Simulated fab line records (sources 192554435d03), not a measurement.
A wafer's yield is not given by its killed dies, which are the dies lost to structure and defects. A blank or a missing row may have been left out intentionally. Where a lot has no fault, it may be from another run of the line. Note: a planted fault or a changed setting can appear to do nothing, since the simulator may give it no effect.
Split-lot trial ; flow n5_finfet ; 7 lots, 39 wafers read, on a route of 1938 steps

SPLIT DETAILS
At N5_HKMG_FIN_ETCH_35 (etches SOC in N2/H2, target depth 215.8 nm, time 243.4 s), the setting time_s was moved away from the recipe's 243.4 s on 15 of the 39 wafers read, by -22.7% to +20.7%. This setting was run at the recipe's value on the other wafers.

Reading taken at the split's own step.

THE READING
etch.depth_nm (the simulator's own value, which no gauge read), in nm, at N5_HKMG_FIN_ETCH_35 (etches SOC in N2/H2, target depth 215.8 nm, time 243.4 s). There is no usual value for it anywhere in the file. The 24 wafers here that ran the recipe average 217.1 nm, standard deviation 4.6 nm.

wafer;tool, chamber at the split;time_s as run, s;against the recipe;etch.depth_nm, nm;against lot-mates on the recipe
L075.1;rie_diel-03, 0;243.4;recipe;224.8;-
L075.2;rie_diel-03, 2;258.6;+6.2%;229.4;+9.6
L075.3;rie_diel-03, 1;243.4;recipe;216.9;-
L075.4;rie_diel-03, 0;258.6;+6.2%;238.2;+18.4
L075.5;rie_diel-03, 2;258.6;+6.2%;227.7;+7.9
L075.6;rie_diel-03, 1;243.4;recipe;217.6;-
L078.1;rie_diel-02, 1;243.4;recipe;216.2;-
L078.2;rie_diel-02, 0;243.4;recipe;220.7;-
L078.3;rie_diel-02, 2;243.4;recipe;215.8;-
L078.4;rie_diel-02, 1;243.4;recipe;215.9;-
L078.5;rie_diel-02, 2;243.4;recipe;214.4;-
L078.6;rie_diel-02, 0;243.4;recipe;221.1;-
L082.2;rie_diel-02, 1;243.4;recipe;216;-
L082.5;rie_diel-02, 1;243.4;recipe;217.3;-
L082.6;rie_diel-02, 2;243.4;recipe;215.1;-
L083.1;rie_diel-01, 2;196.5;-19.3%;180.7;-39.4
L083.2;rie_diel-01, 0;243.4;recipe;215.3;-
L083.3;rie_diel-01, 3;243.4;recipe;218;-
L083.4;rie_diel-01, 1;196.5;-19.3%;183.7;-36.4
L083.5;rie_diel-01, 1;243.4;recipe;227.1;-
L083.6;rie_diel-01, 2;196.5;-19.3%;180.1;-40.0
L090.1;rie_diel-02, 0;188.1;-22.7%;169.5;-39.5
L090.2;rie_diel-02, 2;188.1;-22.7%;165.1;-43.9
L090.3;rie_diel-02, 3;243.4;recipe;205.3;-
L090.4;rie_diel-02, 3;243.4;recipe;208.1;-
L090.5;rie_diel-02, 2;243.4;recipe;213.5;-
L090.6;rie_diel-02, 0;188.1;-22.7%;167.1;-41.9
L092.1;rie_diel-02, 2;243.4;recipe;216;-
L092.2;rie_diel-02, 0;277.7;+14.1%;250.8;+34.8
L092.3;rie_diel-02, 3;277.7;+14.1%;237.6;+21.6
L092.4;rie_diel-02, 3;277.7;+14.1%;237.2;+21.2
L092.5;rie_diel-02, 0;243.4;recipe;217.2;-
L092.6;rie_diel-02, 2;243.4;recipe;214.9;-
L094.1;rie_diel-03, 3;293.9;+20.7%;271.4;+50.1
L094.2;rie_diel-03, 0;293.9;+20.7%;266.5;+45.2
L094.3;rie_diel-03, 1;243.4;recipe;218.5;-
L094.4;rie_diel-03, 2;293.9;+20.7%;259;+37.7
L094.5;rie_diel-03, 3;243.4;recipe;222.9;-
L094.6;rie_diel-03, 0;243.4;recipe;222.4;-

THE FIT
A straight line over all 39 wafers: etch.depth_nm changes by +2.1 nm for each +1% of time_s; r = +0.98; the points scatter about the line by 5.3 nm.
The same after taking each lot's own level away (the mean of its wafers on the recipe; 39 wafers): +1.96 nm for each +1%; r = +0.98; scatter 3.9 nm.
According to that fit, moving time_s by its largest amount changes the reading by 45 nm.
Measured against the standard deviation above, the lots' own levels, which go from 208.97 to 221.27 nm, span 2.7 times it.
The two slopes agree, so the slope changes little with the lot-to-lot level.
Check: for one of the wafers moved furthest among these (-22.7%), held out of the fit, the line's prediction against its lot-mates is -45.1 nm. It came out at -39.5 nm against them.

FURTHER SPLITS ON THESE WAFERS
Note: prior to the reading, these wafers also went through further splits. Each is held against what the fit with the lots' levels taken away leaves over:
other split on the same wafers;wafers away from the commonest value;r with etch.depth_nm (lot level and that fit taken away)
N5_FIN_SAQP_SPACER1_ALD_24 ald_cycles;12;+0.23
N5_DUMMY_GATE_ETCH_32 time_s;15;+0.01
N5_DUMMY_GATE_ETCH_44 target_depth_a;12;-0.12

THE WHOLE CHAIN: every reading that the file lists as answering this split, in the file's order
step;what it does;reading;change (the file's fit);r (the file's)
N5_HKMG_FIN_ETCH_35;etches SOC in N2/H2, target depth 215.8 nm, time 243.4 s;HKMG_FIN.feature_depth_nm (the simulator's own value, which no gauge read);+1.96 nm for each +1% of the setting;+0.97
N5_HKMG_FIN_ETCH_35;etches SOC in N2/H2, target depth 215.8 nm, time 243.4 s;SOC_of_HKMG_FIN_COAT_29.thk_nm (the simulator's own value, which no gauge read);-1.97 nm for each +1% of the setting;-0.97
N5_HKMG_FIN_ETCH_35;etches SOC in N2/H2, target depth 215.8 nm, time 243.4 s;etch.depth_nm (the simulator's own value, which no gauge read);+1.96 nm for each +1% of the setting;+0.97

THE FILE'S OWN FIT
etch.depth_nm changes by +1.96 nm for each +1% of time_s, r = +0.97.
